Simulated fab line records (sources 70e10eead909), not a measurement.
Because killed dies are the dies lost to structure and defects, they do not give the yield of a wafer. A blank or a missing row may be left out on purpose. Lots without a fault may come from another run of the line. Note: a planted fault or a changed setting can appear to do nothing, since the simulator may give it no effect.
A lot that was struck, set against a sound lot | flow nand harc | 17 steps out of a route of 1159
Sound: wafers L711.1, L711.4, L711.5. Wafers struck: L706.2, L706.4, L706.6. At the end, the cause is stated.
Order at every step that has rows: each side's tool, ch and its chambers, its first start. Under that, the readings that differ: sound wafers | struck wafers | difference of the means | sigmas: that difference in standard deviations of wafers without a fault.
alike: words and numbers the same on both sides, and readings whose means are apart by under 2 such deviations; not compared: readings that were withheld, readings missing a value for some wafer, numbers with overlapping values and no deviation given by the record, and bounds like >300 which may hide the same value.
Wherever a step has rows on one side only, a row that says differs or no value, or a row with sigmas, the two part there. Non-overlapping numbers with no deviation appear without sigmas and do not part them. A reading that every wafer of one side lacks parts them only if that side has two wafers or more.

NHARC_A_BONDPAD_ETCH_34: etches the open film in N2/H2, target depth 60 nm, overetch 18 nm, time 65.91 s.
  sound on rie diel-03 ch 0,3, day 22 20:29; struck on rie diel-03 ch 0,1,2, day 20 15:47
  alike: drypump motor current A, oes product au, rf vpp V, showerhead plenum p Torr, throttle valve pct
  not compared: rf hours counter h
then, 1 step without rows for these wafers: NHARC_A_BONDPAD_ETCH_12 (etches the open film in CHF3/O2, target depth 220 nm, time 110 s).
NHARC_A_BONDPAD_CD_MEAS_13:
  sound: cd sem-02 at day 22 20:46; struck: cd sem-02 at day 20 16:00
  alike: cd nm
then, 3 steps without rows for these wafers: NHARC_A_BONDPAD_STRIP_15 (strips in O2); NHARC_A_BONDPAD_ETCH_24 (etches the open film in CF4/N2, target depth 30 nm, time 72.99 s); NHARC_A_BONDPAD_STRIP_16 (strips in post etch residue remover, time 600 s).
NHARC_A_BONDPAD_DEGAS_25: time 60 s.
  sound: pvd sputter-01 at day 22 21:31; struck: pvd sputter-03 at day 20 16:41
  alike: heater power w
NHARC_A_BONDPAD_PRE_CLEAN_26: time 30 s.
  sound on pvd sputter-01; struck on pvd sputter-03
  alike: heater power w
then, 1 step without rows for these wafers: NHARC_A_BONDPAD_PVD_17 (deposits TaN, target thk 5 nm, time 8.06 s).
NHARC_A_BONDPAD_PVD_27: deposits Cu, target thk 30 nm, time 20.49 s.
  sound on pvd sputter-01; struck on pvd sputter-03
  alike: throttle valve pct
then, 1 step without rows for these wafers: NHARC_A_BONDPAD_ECD_18 (material Cu, target thk 400 nm).
NHARC_A_BONDPAD_ANNEAL_28: time 90 s.
  sound on rtp anneal-02 ch 0, day 22 22:16; struck on rtp anneal-02 ch 0, day 20 17:28
  alike: anneal temp c max, wafer_temp_C_max
NHARC_A_BONDPAD_CMP_19: polishes, t overpolish 30 s, cu recess touch 16 s, target thk 169.8 nm.
  sound on cmp-03 ch 0,2,3, day 22 22:37; struck on cmp-02 ch 0,2,3, day 20 17:49
  no value came back on the struck wafers for cu recess touch s (s), edge zone pressure frac, motor current A (A), overpolish run s (s); on the sound wafers cu recess touch s (s) reads 16 16 16
NHARC_A_BONDPAD_THK_MEAS_20: measures by xrf.
  sound: film metro-01 at day 22 22:56; struck: film metro-01 at day 20 18:05
  reading     | sound             | struck            | difference | sigmas
  thk nm (nm) | 169.4 170.2 169.3 | 399.7 402.0 405.7 | +232.8     | +99 or more
then, 1 step without rows for these wafers: NHARC_A_BONDPAD_SRD_21 (time 30 s, dry time 20 s).
NHARC_A_BONDPAD_INSPECT_23:
  sound: defect inspect-01 at day 22 23:08; struck: defect inspect-02 at day 20 18:17
  reading          | sound       | struck         | difference | sigmas
  raw defect count | 504 328 539 | 3166 3182 3125 | +2701      | +25
NHARC_END_SORT_01:
  sound on prober-02 ch 0, day 24 06:14; struck on prober-02 ch 0, day 22 07:47
  reading                  | sound          | struck            | difference | sigmas
  defect limited yield (%) | 95.7 96.6 95.3 | 0 0 0             | -96        | -64
  killed at array          | 29 22 31       | 673 676 673       | +647       | +68
  killed dies              | 29 23 32       | 677 677 677       | +649       | +65
  sort_bin_3_pct (%)       | 0.30 0.30 0.44 | 96.75 97.34 96.45 | +96.50     | +99 or more
  sort n pass              | 648 654 645    | 0 0 0             | -649       | -65
  sort rim yield pct (%)   | 97.2 99.1 95.3 | 0 0 0             | -97        | -35
  sort yield pct (%)       | 95.7 96.6 95.3 | 0 0 0             | -96        | -64
  alike: killed at other, killed at periphery, killed open, killed short, sort_bin_2_pct, sort_bin_4_pct

== WHERE THEY PART ==
First at NHARC_A_BONDPAD_CMP_19; last, within this record, at NHARC_END_SORT_01.

WHY: what had been put in by the simulator
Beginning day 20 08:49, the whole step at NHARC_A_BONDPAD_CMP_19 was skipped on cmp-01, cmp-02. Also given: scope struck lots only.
